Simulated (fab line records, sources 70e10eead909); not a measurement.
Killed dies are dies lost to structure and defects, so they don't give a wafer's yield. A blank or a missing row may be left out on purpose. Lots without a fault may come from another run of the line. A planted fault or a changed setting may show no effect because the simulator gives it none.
fab line records | flow nand_harc | part 1 of 2: steps 1 to 21 of 33
record lots=5 wafers=15 last_day=31
route steps=1302 shown A_BONDPAD@1218 HYBRID_BOND@1237 THIN_TSV@1244
lots that met no fault: from a run of the same line without faults
start_h: hours from the record's first day to the start of the lot's first wafer shown | wait_h: hours since the lot's step before | " the same as in the row above | L1.1+2: a row that stands for several wafers | - no value, or no start given | * or withheld: withheld | < > ~ a bound
route shown NAME@n: a module of which the file shows steps, and the number in the route of the first | usual: mean/standard deviation of fault-free wafers | same: alike in all rows | chamber/n: place in a boat | sites: the reading at each site | _std_site: their standard deviation | _edge_site: outer sites' mean less inner sites' | radius_mm: how far each site lies from the wafer's centre | mask NAME#n: copy n | behind: the tool/chamber that last shaped the wafer | hold: why the lot was held/for how many hours/how that ended | device: the transistor (n, p or np) that didn't switch | end of line: the same wafers' tests at the end of the route | a step without rows: its recipe alone | killed: dies lost to structure and defects at the first sort, not the wafer's yield | map: a wafer's dies, x killed, . not, _ none there
set.NAME: the setting as run; set.NAME@STEP: as run at that earlier step | model.NAME: the simulator's own value behind a step, which no gauge read
lots at some steps of the route; a table a step, a row a wafer
services: from which hour (start_h, from the record's first day; less than 0 if before it) a tool's chamber was out of use, for how many hours, and why
## steps
# step NHARC_A_BONDPAD_DESCUM_11
# recipe time_s=3 o2_flow_sccm=200 ar_flow_sccm=0 bias_power_w=0 chemistry=O2
# usual drypump_motor_current_A=5.9/0.31 oes_product_au=1.000/0.0074 rf_vpp_V=58.0/0.83 showerhead_plenum_p_Torr=1.93/0.074 throttle_valve_pct=11.311/0.0093
# same mfc_ar_sccm=0
# columns lot.wafer tool chamber start_h wait_h drypump_motor_current_A oes_product_au rf_hours_counter_h rf_vpp_V showerhead_plenum_p_Torr throttle_valve_pct
L076.4 rie_diel-07 3 536.03 - 5.6 0.993 10 56.9 2.01 11.329
L076.1 " 0 " " 6.3 0.990 11 57.9 1.82 11.304
L076.5 " 0 " " 6.3 0.995 - 56.6 1.82 11.323
L077.4 rie_diel-07 2 551.31 - 6.1 1.001 12 57.6 1.94 11.302
L077.1 " 3 " " 5.6 1.011 12 57.5 2.01 11.317
L077.3 " 1 " " 5.9 0.998 12 59.1 1.98 11.310
L080.4 rie_diel-09 1 600.51 - 5.8 0.989 2 58.1 1.91 11.299
L080.6 " 1 " " 5.8 0.998 - 57.7 1.91 11.300
L080.5 " 2 " " 5.7 0.983 - 58.4 2.05 11.318
L082.1 rie_diel-11 1 620.28 - 6.2 1.003 0 58.6 1.97 11.325
L082.3 " 2 " " 6.1 1.016 0 58.7 1.94 11.319
L082.5 " 1 " " 6.2 1.002 - 57.0 1.97 11.324
L093.4 rie_diel-07 0 702.30 - 6.3 0.994 8 58.4 1.81 11.295
L093.1 " 1 " " 5.9 1.016 7 58.5 1.98 11.309
L093.6 " 3 " " 5.6 1.008 - 58.1 2.00 11.322
# step NHARC_A_BONDPAD_ETCH_34
# recipe target_depth_a=600 overetch_a=180 time_s=65.91 ion_energy_ev=200 n2_flow_sccm=150 h2_flow_sccm=150 ar_flow_sccm=0 rf_w=400 bias_w=150 chemistry=N2/H2
# usual drypump_motor_current_A=5.9/0.32 mfc_ar_sccm=0.006/0.013 oes_product_au=0.999/0.007 rf_vpp_V=431.0/2.3 showerhead_plenum_p_Torr=2.06/0.082 throttle_valve_pct=14.170/0.0092
# columns lot.wafer tool chamber start_h wait_h drypump_motor_current_A mfc_ar_sccm oes_product_au rf_hours_counter_h rf_vpp_V showerhead_plenum_p_Torr throttle_valve_pct
L076.4 rie_diel-07 0 536.12 0.1 6.3 0 0.995 11 425.2 1.94 14.160
L076.1 " 2 " " 6.1 0 1.000 10 431.8 2.07 14.172
L076.5 " 1 " " 5.9 0 0.994 - 432.5 2.12 14.178
L077.1 rie_diel-07 0 551.40 0.1 6.3 0 0.990 12 426.8 1.94 14.173
L077.3 " 1 " " 5.9 0 0.990 12 432.2 2.12 14.185
L077.4 " 2 " " 6.1 0 0.993 12 432.5 2.07 14.154
L080.4 rie_diel-09 1 600.60 0.1 5.8 0 0.993 2 432.6 2.03 14.157
L080.6 " 3 " " 6.4 0.033 0.999 - 430.3 2.02 14.182
L080.5 " 0 " " 5.6 0 1.001 - 428.2 1.96 14.181
L082.1 rie_diel-11 3 620.37 0.1 5.0 0.043 1.005 0 429.2 2.00 14.166
L082.3 " 2 " " 6.1 0 1.002 0 431.1 2.07 14.166
L082.5 " 0 " " 6.3 0 1.013 - 432.3 2.08 14.168
L093.1 rie_diel-07 2 702.39 0.1 6.1 0 0.997 7 429.9 2.06 14.178
L093.4 " 3 " " 5.6 0 1.010 7 433.9 2.14 14.175
L093.6 " 1 " " 5.9 0 1.004 - 432.1 2.11 14.179
# step NHARC_A_BONDPAD_ETCH_12
# recipe target_depth_a=2200 time_s=110 chf3_flow_sccm=50 o2_flow_sccm=10 ar_flow_sccm=200 rf_w=500 bias_w=200 chemistry=CHF3/O2
# usual drypump_motor_current_A=5.9/0.32 mfc_ar_sccm=200.0/0.59 oes_product_au=0.948/0.023 rf_vpp_V=371.0/2.2 showerhead_plenum_p_Torr=2.42/0.091 throttle_valve_pct=20.573/0.0091
# columns lot.wafer tool chamber start_h wait_h drypump_motor_current_A mfc_ar_sccm oes_product_au rf_hours_counter_h rf_vpp_V showerhead_plenum_p_Torr throttle_valve_pct
L076.4 rie_diel-07 3 - - 5.6 199.5 0.925 10 373.2 2.52 20.580
L076.1 " 0 " " 6.3 198.8 0.918 11 367.9 2.29 20.579
L076.5 " 2 " " 6.1 200.3 0.929 - 370.9 2.43 20.584
L077.3 rie_diel-07 3 - - 5.6 199.9 0.922 12 372.0 2.52 20.582
L077.4 " 0 " " 6.3 200.9 0.922 12 367.1 2.29 20.568
L077.1 " 2 " " 6.1 200.6 0.922 12 371.2 2.43 20.577
L080.4 rie_diel-09 3 - - 6.4 199.9 0.972 3 370.0 2.38 20.575
L080.6 " 1 " " 5.8 200.7 0.954 - 371.0 2.39 20.561
L080.5 " 2 " " 5.7 199.1 0.952 - 375.0 2.57 20.569
L082.1 rie_diel-11 0 - - 6.3 199.7 0.974 0 372.4 2.45 20.580
L082.3 " 1 " " 6.2 199.6 0.962 0 370.7 2.47 20.585
L082.5 " 3 " " 5.0 200.7 0.972 - 369.3 2.36 20.557
L093.4 rie_diel-07 0 - - 6.3 200.3 0.914 8 367.8 2.28 20.582
L093.1 " 2 " " 6.1 198.9 0.927 7 370.9 2.42 20.565
L093.6 " 3 " " 5.6 201.0 0.926 - 374.2 2.51 20.571
# step NHARC_A_BONDPAD_CD_MEAS_13
# usual cd_nm=498.9/1.4
# columns lot.wafer tool chamber start_h wait_h cd_nm
L076.1 cd_sem-01 - 536.35 - 499.3
L076.4 " - " " 497.7
L076.5 " - " " 498.4
L077.1 cd_sem-01 - 551.63 - 499.8
L077.3 " - " " 499.5
L077.4 " - " " 498.5
L080.4 cd_sem-03 - 600.91 - 498.6
L080.5 " - " " 500.3
L080.6 " - " " 497.4
L082.1 cd_sem-01 - 620.60 - 500.0
L082.3 " - " " 499.5
L082.5 " - " " 499.8
L093.1 cd_sem-03 - 702.61 - 498.6
L093.4 " - " " 499.9
L093.6 " - " " 497.6
# step NHARC_A_BONDPAD_STRIP_15
# recipe o2_flow_sccm=500 ar_flow_sccm=0 bias_w=0 chemistry=O2
# usual drypump_motor_current_A=5.9/0.35 mfc_ar_sccm=0.006/0.013 oes_product_au=1.000/0.0075 rf_vpp_V=57.9/0.9 showerhead_plenum_p_Torr=3.55/0.12 throttle_valve_pct=17.036/0.0091
# columns lot.wafer tool chamber start_h wait_h drypump_motor_current_A mfc_ar_sccm oes_product_au rf_hours_counter_h rf_vpp_V showerhead_plenum_p_Torr throttle_valve_pct
L076.4 rie_diel-07 1 536.44 0.1 5.9 0 0.995 10 57.8 3.65 17.032
L076.1 " 3 " " 5.6 0 1.001 10 59.1 3.70 17.027
L076.5 " 0 " " 6.3 0 0.990 - 59.3 3.37 17.035
L077.4 rie_diel-07 3 551.70 0.1 5.6 0 1.008 12 58.8 3.70 17.048
L077.3 " 1 " " 5.9 0 1.000 12 58.2 3.65 17.045
L077.1 " 2 " " 6.1 0 1.005 12 56.6 3.57 17.051
L080.4 rie_diel-09 2 601.02 0.1 5.7 0 1.000 3 58.0 3.77 17.035
L080.6 " 3 " " 6.4 0.033 0.996 - 56.7 3.50 17.022
L080.5 " 0 " " 5.6 0 1.013 - 57.7 3.40 17.024
L082.3 rie_diel-07 2 620.68 0.1 6.1 0 0.992 22 58.8 3.56 17.034
L082.1 " 3 " " 5.6 0 1.002 22 58.1 3.69 17.041
L082.5 " 3 " " 5.6 0 1.000 - 58.2 3.69 17.039
L093.1 rie_diel-11 3 702.70 0.1 5.0 0.043 0.990 30 58.0 3.45 17.048
L093.4 " 1 " " 6.2 0 1.006 31 57.3 3.61 17.035
L093.6 " 2 " " 6.1 0 1.009 - 57.9 3.56 17.022
# step NHARC_A_BONDPAD_ETCH_24
# recipe target_depth_a=300 over_etch_frac=0.3 time_s=72.99 ion_energy_ev=150 cf4_flow_sccm=50 n2_flow_sccm=100 ar_flow_sccm=150 rf_w=300 bias_w=100 chemistry=CF4/N2
# usual drypump_motor_current_A=5.9/0.37 mfc_ar_sccm=150.0/0.41 oes_product_au=0.999/0.0075 rf_vpp_V=314.6/1.7 showerhead_plenum_p_Torr=2.65/0.09 throttle_valve_pct=19.795/0.0098
# columns lot.wafer tool chamber start_h wait_h drypump_motor_current_A mfc_ar_sccm oes_product_au rf_hours_counter_h rf_vpp_V showerhead_plenum_p_Torr throttle_valve_pct
L076.4 rie_diel-07 2 - - 6.1 149.7 1.002 10 315.6 2.66 19.798
L076.1 " 1 " " 5.9 149.9 0.996 10 315.0 2.72 19.794
L076.5 " 2 " " 6.1 149.6 0.997 - 315.4 2.66 19.794
L077.1 rie_diel-07 2 - - 6.1 150.4 0.988 12 316.2 2.66 19.788
L077.4 " 3 " " 5.6 149.7 1.001 12 318.3 2.75 19.799
L077.3 " 0 " " 6.3 149.7 0.992 12 311.1 2.50 19.808
L080.4 rie_diel-09 1 - - 5.8 150.3 1.004 2 313.2 2.62 19.799
L080.6 " 1 " " 5.8 149.5 0.996 - 313.5 2.62 19.808
L080.5 " 2 " " 5.7 149.6 0.997 - 316.5 2.81 19.812
L082.1 rie_diel-07 3 - - 5.6 150.2 1.002 22 315.9 2.75 19.784
L082.3 " 0 " " 6.3 150.2 0.992 22 313.0 2.50 19.792
L082.5 " 2 " " 6.1 149.5 1.009 - 314.9 2.65 19.795
L093.4 rie_diel-11 1 - - 6.2 149.9 1.003 31 314.6 2.69 19.776
L093.1 " 2 " " 6.1 150.2 0.992 31 315.5 2.65 19.814
L093.6 " 0 " " 6.3 149.7 1.019 - 316.1 2.66 19.793
# step NHARC_A_BONDPAD_STRIP_16
# recipe time_s=600 temp_c=30 chemistry=post_etch_residue_remover
# columns lot.wafer tool chamber start_h wait_h
L076.4+5+1 wet_bench-10 7,1,2 536.71 -
L077.3+1+4 wet_bench-10 3,5,6 551.98 -
L080.4+5+6 wet_bench-10 0,2,3 601.27 -
L082.1+3+5 wet_bench-08 2,3,4 620.97 -
L093.4+6+1 wet_bench-10 6,0,1 702.97 -
# step NHARC_A_BONDPAD_DEGAS_25
# recipe temp_c=300 time_s=60
# usual heater_power_w=467/42
# columns lot.wafer tool chamber start_h wait_h heater_power_w
L076.1 pvd_sputter-03 - 536.98 - 419
L076.4 " - " " 484
L076.5 " - " " 419
L077.4 pvd_sputter-03 - 552.25 - 433
L077.3 " - " " 500
L077.1 " - " " 487
L080.4 pvd_sputter-02 - 601.52 - 420
L080.6 " - " " 408
L080.5 " - " " 407
L082.1 pvd_sputter-01 - 621.23 - 436
L082.3 " - " " 514
L082.5 " - " " 450
L093.1 pvd_sputter-03 - 703.25 - 511
L093.4 " - " " 491
L093.6 " - " " 529
# step NHARC_A_BONDPAD_PRE_CLEAN_26
# recipe time_s=30 temp_c=280 gas=H2/He
# usual heater_power_w=413/36
# columns lot.wafer tool chamber start_h wait_h heater_power_w
L076.4 pvd_sputter-03 - - - 448
L076.1 " - " " 371
L076.5 " - " " 443
L077.1 pvd_sputter-03 - - - 435
L077.3 " - " " 451
L077.4 " - " " 370
L080.4 pvd_sputter-02 - - - 368
L080.6 " - " " 418
L080.5 " - " " 456
L082.3 pvd_sputter-01 - - - 394
L082.1 " - " " 458
L082.5 " - " " 456
L093.4 pvd_sputter-03 - - - 451
L093.1 " - " " 433
L093.6 " - " " 440
# step NHARC_A_BONDPAD_PVD_17
# recipe target_thk_a=50 bias_v=168.6 power_w=15000 chamber_pressure_pa=0.12 time_s=8.06 substrate_temp_c=50 material=TaN
# usual throttle_valve_pct=30.4/1
# columns lot.wafer tool chamber start_h wait_h throttle_valve_pct
L076.4 pvd_sputter-03 - - - 31.2
L076.1 " - " " 31.2
L076.5 " - " " 31.5
L077.3 pvd_sputter-03 - - - 32.0
L077.4 " - " " 31.0
L077.1 " - " " 31.0
L080.4 pvd_sputter-02 - - - 29.7
L080.6 " - " " 29.7
L080.5 " - " " 30.2
L082.1 pvd_sputter-01 - - - 30.0
L082.3 " - " " 28.5
L082.5 " - " " 30.5
L093.4 pvd_sputter-03 - - - 31.8
L093.1 " - " " 31.0
L093.6 " - " " 31.1
# step NHARC_A_BONDPAD_PVD_27
# recipe target_thk_a=300 chamber_pressure_pa=5 power_w=5000 substrate_temp_c=30 time_s=20.49 material=Cu
# usual throttle_valve_pct=30.4/0.97
# columns lot.wafer tool chamber start_h wait_h throttle_valve_pct
L076.4 pvd_sputter-03 - - - 30.9
L076.1 " - " " 31.2
L076.5 " - " " 31.1
L077.4 pvd_sputter-03 - - - 31.2
L077.1 " - " " 32.2
L077.3 " - " " 31.5
L080.4 pvd_sputter-02 - - - 30.5
L080.6 " - " " 30.1
L080.5 " - " " 30.4
L082.3 pvd_sputter-01 - - - 28.6
L082.1 " - " " 30.2
L082.5 " - " " 28.8
L093.1 pvd_sputter-03 - - - 32.2
L093.4 " - " " 31.1
L093.6 " - " " 31.1
# step NHARC_A_BONDPAD_ECD_18
# recipe target_thk_a=4000 bath_temp_c=25 material=Cu
# columns lot.wafer tool chamber start_h wait_h
L076.1+4+5 ecd_cu-01 0 537.39 -
L077.1+4+3 ecd_cu-01 1,1,0 552.61 -
L080.4+6+5 ecd_cu-01 0,1,0 602.03 -
L082.1+3+5 ecd_cu-02 1,1,0 621.59 -
L093.1+4+6 ecd_cu-01 1,1,0 703.65 -
# step NHARC_A_BONDPAD_ANNEAL_28
# recipe temp_c=225 time_s=90
# usual wafer_temp_C_max=225.63/0.23
# columns lot.wafer tool chamber start_h wait_h wafer_temp_C_max
L076.1 rtp_anneal-02 0 537.72 0.3 225.67
L076.4 " 0 " " 225.40
L076.5 " 0 " " 225.60
L077.1 rtp_anneal-01 0 552.99 0.3 225.51
L077.3 " 0 " " 226.17
L077.4 " 0 " " 226.00
L080.4 rtp_anneal-01 0 602.42 - 225.98
L080.5 " 0 " " 225.85
L080.6 " 0 " " 225.64
L082.1 rtp_anneal-02 0 621.97 - 225.52
L082.3 " 0 " " 225.65
L082.5 " 0 " " 225.48
L093.1 rtp_anneal-02 0 703.98 - 225.19
L093.4 " 0 " " 225.33
L093.6 " 0 " " 225.36
# step NHARC_A_BONDPAD_CMP_19
# recipe t_overpolish_s=30 cu_recess_touch_s=16 target_thk_nm=169.82
# usual motor_current_A=12.1/1 overpolish_run_s=29.999/0.0087
# columns lot.wafer tool chamber start_h wait_h motor_current_A overpolish_run_s
L076.1 cmp-01 3 538.07 - 13.2 29.995
L076.4 " 1 " " 11.6 30.005
L076.5 " 3 " " 13.5 29.992
L077.3 cmp-01 3 553.34 - 13.3 30.009
L077.4 " 0 " " 14.4 29.999
L077.1 " 1 " " 11.4 29.983
L080.4 cmp-01 3 602.61 - 12.8 30.009
L080.6 " 3 " " 13.5 30.003
L080.5 " 0 " " 13.7 30.004
L082.1 cmp-04 2 622.35 - 12.0 30.011
L082.3 " 3 " " 12.3 29.998
L082.5 " 1 " " 12.6 29.998
L093.4 cmp-03 2 704.32 - 13.4 29.996
L093.1 " 3 " " 11.5 29.981
L093.6 " 3 " " 11.2 29.999
# step NHARC_A_BONDPAD_THK_MEAS_20
# recipe thk_meas_gauge=xrf
# usual thk_nm=170.0/1.3
# columns lot.wafer tool chamber start_h wait_h thk_nm
L076.1 film_metro-01 - 538.40 - 169.4
L076.4 " - " " 172.2
L076.5 " - " " 171.3
L077.1 film_metro-02 - 553.66 - 171.3
L077.3 " - " " 168.5
L077.4 " - " " 169.7
L080.4 film_metro-01 - 602.94 - 169.5
L080.5 " - " " 168.8
L080.6 " - " " 169.4
L082.1 film_metro-01 - 622.64 - 168.1
L082.3 " - " " 169.3
L082.5 " - " " 170.9
L093.1 film_metro-02 - 704.65 - 169.9
L093.4 " - " " 169.5
L093.6 " - " " 168.7
# step NHARC_A_BONDPAD_SRD_21
# recipe time_s=30 temp_c=23 dry_time_s=20 spin_rpm=1500
# usual spin_rpm=1500.0/0.79
# same dry_time_s=20
# columns lot.wafer tool chamber start_h wait_h spin_rpm
L076.1 wet_bench-08 7 538.45 0.0 1500.9
L076.5 " 0 " " 1499.1
L076.4 " 2 " " 1499.7
L077.4 wet_bench-08 4 553.70 0.0 1500.7
L077.3 " 5 " " 1500.6
L077.1 " 0 " " 1498.9
L080.6 wet_bench-08 4 602.98 0.0 1499.2
L080.5 " 7 " " 1500.1
L080.4 " 0 " " 1499.7
L082.1 wet_bench-08 0 622.70 0.1 1500.5
L082.3 " 1 " " 1501.1
L082.5 " 2 " " 1500.3
L093.1 wet_bench-10 6 704.69 0.0 1500.8
L093.6 " 0 " " 1499.5
L093.4 " 1 " " 1500.7
# step NHARC_A_BONDPAD_INSPECT_23
# usual raw_defect_count=573/140
# columns lot.wafer tool chamber start_h wait_h raw_defect_count
L076.1 defect_inspect-01 - 538.60 0.0 528
L076.4 " - " " 713
L076.5 " - " " 631
L077.1 defect_inspect-02 - 553.86 0.0 754
L077.3 " - " " 569
L077.4 " - " " 581
L080.4 defect_inspect-02 - 603.17 0.0 431
L080.5 " - " " 350
L080.6 " - " " 455
L082.1 defect_inspect-01 - 622.87 0.0 594
L082.3 " - " " 473
L082.5 " - " " 506
L093.1 defect_inspect-02 - 704.88 0.0 667
L093.4 " - " " 471
L093.6 " - " " 622
# step NHARC_HYBRID_BOND_ACTIVATE_00
# recipe time_s=60 n2_flow_sccm=200 ar_flow_sccm=0 bias_power_w=0 chemistry=N2
# usual drypump_motor_current_A=5.7/0.3 mfc_ar_sccm=0.005/0.0082 oes_product_au=1.000/0.0068 rf_vpp_V=64.0/0.78 showerhead_plenum_p_Torr=1.76/0.059
# columns lot.wafer tool chamber start_h wait_h drypump_motor_current_A mfc_ar_sccm oes_product_au rf_hours_counter_h rf_vpp_V showerhead_plenum_p_Torr
L076.4 rie_diel-02 0 538.68 0.1 5.5 0 1.003 12 64.3 1.77
L076.1 " 2 " " 5.9 0 1.001 12 65.4 1.78
L076.5 " 3 " " 5.8 0.001 1.014 - 65.8 1.80
L077.4 rie_diel-02 1 553.92 0.1 5.7 0.014 0.998 13 63.7 1.67
L077.3 " 3 " " 5.8 0.001 1.000 14 64.8 1.80
L077.1 " 0 " " 5.5 0 0.990 13 64.5 1.77
L080.4 rie_diel-04 0 603.26 0.1 5.2 0 0.989 13 63.5 1.68
L080.5 " 1 " " 6.6 0.030 0.999 - 62.7 1.91
L080.6 " 2 " " 6.2 0.017 0.984 - 64.4 1.80
L082.1 rie_diel-02 1 622.96 0.1 5.7 0.014 0.993 3 63.0 1.67
L082.3 " 2 " " 6.0 0 1.003 4 63.9 1.77
L082.5 " 3 " " 5.8 0.001 0.994 - 65.1 1.80
L093.1 rie_diel-02 0 705.10 0.2 5.5 0 0.998 10 63.3 1.77
L093.4 " 2 " " 6.0 0 1.001 11 64.0 1.77
L093.6 " 3 " " 5.8 0.001 1.009 - 63.2 1.80
# step NHARC_HYBRID_BOND_PRECLEAN_01
# recipe time_s=300 temp_c=23 chemistry=DIW
# columns lot.wafer tool chamber start_h wait_h
L076.4+5+1 wet_bench-10 4,6,0 538.82 0.1
L077.4+3+1 wet_bench-10 3,4,0 554.08 0.1
L080.6+4+5 wet_bench-08 1,3,6 603.38 0.1
L082.5+3+1 wet_bench-10 6,0,2 623.10 0.1
L093.4+6+1 wet_bench-08 0,1,4 705.26 0.1
# step NHARC_HYBRID_BOND_SRD_02
# recipe time_s=30 temp_c=23 dry_time_s=20 spin_rpm=1500
# usual spin_rpm=1500.1/0.85
# same dry_time_s=20
# columns lot.wafer tool chamber start_h wait_h spin_rpm
L076.4 wet_bench-10 4 - - 1501.0
L076.5 " 6 " " 1500.7
L076.1 " 0 " " 1500.6
L077.4 wet_bench-10 3 - - 1499.5
L077.3 " 4 " " 1498.9
L077.1 " 0 " " 1500.8
L080.6 wet_bench-08 1 - - 1499.7
L080.4 " 3 " " 1500.3
L080.5 " 6 " " 1500.3
L082.5 wet_bench-10 6 - - 1500.0
L082.3 " 0 " " 1499.5
L082.1 " 2 " " 1498.2
L093.4 wet_bench-08 0 - - 1499.4
L093.6 " 1 " " 1500.5
L093.1 " 4 " " 1500.7
# step NHARC_HYBRID_BOND_BOND_03
# recipe temp_c=25
# columns lot.wafer tool chamber start_h wait_h
L076.1+4+5 wafer_bonder-01 0 539.07 -
L077.1+3+4 wafer_bonder-01 0 554.33 -
L080.4+5+6 wafer_bonder-01 0 604.08 -
L082.1+3+5 wafer_bonder-01 0 623.34 -
L093.1+4+6 wafer_bonder-01 0 705.50 -
